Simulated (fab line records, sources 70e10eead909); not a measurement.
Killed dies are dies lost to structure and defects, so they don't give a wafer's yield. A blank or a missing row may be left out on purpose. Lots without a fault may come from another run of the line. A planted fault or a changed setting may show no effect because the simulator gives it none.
Which tool did it? | flow nand_harc | 13 lots, 39 wafers sampled, at 5 steps of a route of 1302

WHAT THE GAUGES READ, wafer by wafer
NHARC_THIN_TSV_CD_MEAS_33: target cd 5000 nm.
lot  | measured     | on        | cd_nm (nm)
L570 | day 24 07:46 | cd_sem-01 | 4998.2 4995.8 4998.3
L569 | day 24 14:19 | cd_sem-01 | 5000.2 5001.5 5000.5
L576 | day 26 13:16 | cd_sem-02 | 5001.0 4999.6 5001.4
L577 | day 27 05:44 | cd_sem-02 | 5002.2 4997.1 4997.7
L582 | day 28 21:35 | cd_sem-01 | 5000.4 4998.5 4999.6
L581 | day 28 22:49 | cd_sem-01 | 4996.1 5000.7 5000.0
L583 | day 29 17:41 | cd_sem-01 | 4999.7 5000.6 4999.6
L587 | day 31 02:31 | cd_sem-01 | 5003.1 5000.8 4999.9
L586 | day 31 03:30 | cd_sem-01 | 5004.3 5003.8 5002.9
L588 | day 31 22:21 | cd_sem-01 | 5000.2 5001.6 5002.0
L590 | day 32 08:20 | cd_sem-01 | 5000.6 4996.5 4999.3
L589 | day 32 09:43 | cd_sem-01 | 5001.1 4999.3 4996.6
L592 | day 32 20:41 | cd_sem-03 | 4998.2 5000.8 4999.8

NHARC_END_SORT_01.
lot  | measured     | on        | killed_at_array | killed_at_other | killed_at_periphery | killed_dies | killed_open | killed_short
L576 | day 26 22:44 | prober-01 | 148 135 147     | 0 2 2           | 3 2 5               | 151 139 154 | 4 2 2       | 1 1 4
L577 | day 27 15:32 | prober-02 | 55 122 45       | 1 1 0           | 5 7 2               | 61 130 47   | 5 3 2       | 0 5 0

WHICH TOOL RAN EACH LOT (tool, then ch and the chambers of the sampled wafers, then the start)
lot  | NHARC_A_CONTACT_ETCH_125             | NHARC_THIN_TSV_DESCUM_14           | NHARC_THIN_TSV_DEGAS_53
L570 | har_cap_etch-02 ch 0,1, day 22 07:11 | rie_diel-07 ch 0,1,2, day 24 01:50 | pvd_sputter-03, day 24 06:38
L569 | har_cap_etch-01 ch 0,1, day 22 14:07 | rie_diel-03 ch 1,2,3, day 24 08:44 | pvd_sputter-03, day 24 13:18
L576 | har_cap_etch-02 ch 0, day 24 14:22   | rie_diel-07 ch 0,1, day 26 07:05   | pvd_sputter-03, day 26 12:14
L577 | har_cap_etch-02 ch 0,1, day 25 07:19 | rie_diel-03 ch 1,2,3, day 26 23:52 | pvd_sputter-01, day 27 04:35
L582 | har_cap_etch-01 ch 1, day 26 23:10   | rie_diel-07 ch 0,2, day 28 15:44   | pvd_sputter-03, day 28 20:27
L581 | har_cap_etch-03 ch 0,1, day 27 02:11 | rie_diel-03 ch 0,1,2, day 28 16:52 | pvd_sputter-01, day 28 21:40
L583 | har_cap_etch-02 ch 0,1, day 27 18:04 | rie_diel-07 ch 0,1,3, day 29 11:58 | pvd_sputter-02, day 29 16:32
L587 | har_cap_etch-01 ch 0, day 29 02:59   | rie_diel-07 ch 0,2, day 30 20:33   | pvd_sputter-02, day 31 01:22
L586 | har_cap_etch-02 ch 0,1, day 29 05:53 | rie_diel-13 ch 0,3, day 30 21:52   | pvd_sputter-01, day 31 02:28
L588 | har_cap_etch-02 ch 0,1, day 29 22:47 | rie_diel-13 ch 0,2,3, day 31 16:44 | pvd_sputter-01, day 31 21:20
L590 | har_cap_etch-01 ch 1, day 30 05:43   | rie_diel-13 ch 0,2,3, day 32 02:43 | pvd_sputter-01, day 32 07:18
L589 | har_cap_etch-03 ch 0,1, day 30 06:32 | rie_diel-13 ch 1,2,3, day 32 03:56 | pvd_sputter-03, day 32 08:42
L592 | har_cap_etch-03 ch 0,1, day 30 23:37 | rie_diel-03 ch 0,2,3, day 32 15:04 | pvd_sputter-02, day 32 19:39
- NHARC_A_CONTACT_ETCH_125: etches the open film in C4F8/O2/Ar, time 197 s, target depth 1918 nm.
- NHARC_THIN_TSV_DESCUM_14: chemistry O2, time 3 s.
- NHARC_THIN_TSV_DEGAS_53: time 60 s.

WHAT THE TOOLS THEMSELVES READ (means of the sampled wafers that have a number; where no wafer has one, the mark that the record gives instead)
NHARC_THIN_TSV_DESCUM_14.
lot  | tool        | drypump_motor_current_A (A) | oes_product_au (a.u.) | rf_vpp_V (V) | showerhead_plenum_p_Torr (Torr) | throttle_valve_pct (%)
L570 | rie_diel-07 | 5.9                         | 0.996                 | 57.6         | 1.89                            | 11.310
L569 | rie_diel-03 | 5.8                         | 0.991                 | 56.6         | 1.87                            | 11.317
L576 | rie_diel-07 | 5.8                         | 0.996                 | 57.6         | 1.93                            | 11.304
L577 | rie_diel-03 | 5.8                         | 0.995                 | 56.3         | 1.87                            | 11.304
L582 | rie_diel-07 | 5.7                         | 0.983                 | 57.6         | 1.87                            | 11.313
L581 | rie_diel-03 | 6.1                         | 0.996                 | 58.6         | 1.90                            | 11.311
L583 | rie_diel-07 | 5.7                         | 0.999                 | 58.4         | 1.94                            | 11.320
L587 | rie_diel-07 | 5.9                         | 0.981                 | 57.5         | 1.85                            | 11.306
L586 | rie_diel-13 | 5.4                         | 1.000                 | 57.4         | 1.81                            | 11.315
L588 | rie_diel-13 | 5.4                         | 0.989                 | 58.2         | 1.90                            | 11.315
L590 | rie_diel-13 | 5.4                         | 0.990                 | 58.4         | 1.90                            | 11.305
L589 | rie_diel-13 | 5.8                         | 0.979                 | 58.5         | 1.98                            | 11.308
L592 | rie_diel-03 | 6.0                         | 0.999                 | 57.1         | 1.86                            | 11.316

NHARC_THIN_TSV_DEGAS_53.
lot  | tool           | heater_power_w (W)
L570 | pvd_sputter-03 | 493
L569 | pvd_sputter-03 | 485
L576 | pvd_sputter-03 | 529
L577 | pvd_sputter-01 | 508
L582 | pvd_sputter-03 | 522
L581 | pvd_sputter-01 | 491
L583 | pvd_sputter-02 | 478
L587 | pvd_sputter-02 | 535
L586 | pvd_sputter-01 | 519
L588 | pvd_sputter-01 | 488
L590 | pvd_sputter-01 | 481
L589 | pvd_sputter-03 | 487
L592 | pvd_sputter-02 | 534

THE ANSWER, worked out from the rows above alone
Rule: what is usual is taken from the lots themselves. Put in order of their means at a reading, lots are off if they are a third of the lots or fewer, leave a main group of 4 or more, and stand apart from it by a gap of 3 or more times the standard deviation of the main group's means; of several such gaps the widest counts. A main group whose means are all the same, to the digits that the tables above print for the reading, isn't used. A lot without any number at a reading at which 4 lots or more have one is off too. The other lots that the step has rows for count as sound. The gauges are gone through in route order, then the tools' own readings, and for those a lot's mean is taken as printed above. The first step at which some lot is off is used, and at that step the reading that is off furthest; a lot without a number counts as furthest.
No lot is off at any reading shown: from this, nothing can be told.

WHAT THE SIMULATOR HAD PUT IN
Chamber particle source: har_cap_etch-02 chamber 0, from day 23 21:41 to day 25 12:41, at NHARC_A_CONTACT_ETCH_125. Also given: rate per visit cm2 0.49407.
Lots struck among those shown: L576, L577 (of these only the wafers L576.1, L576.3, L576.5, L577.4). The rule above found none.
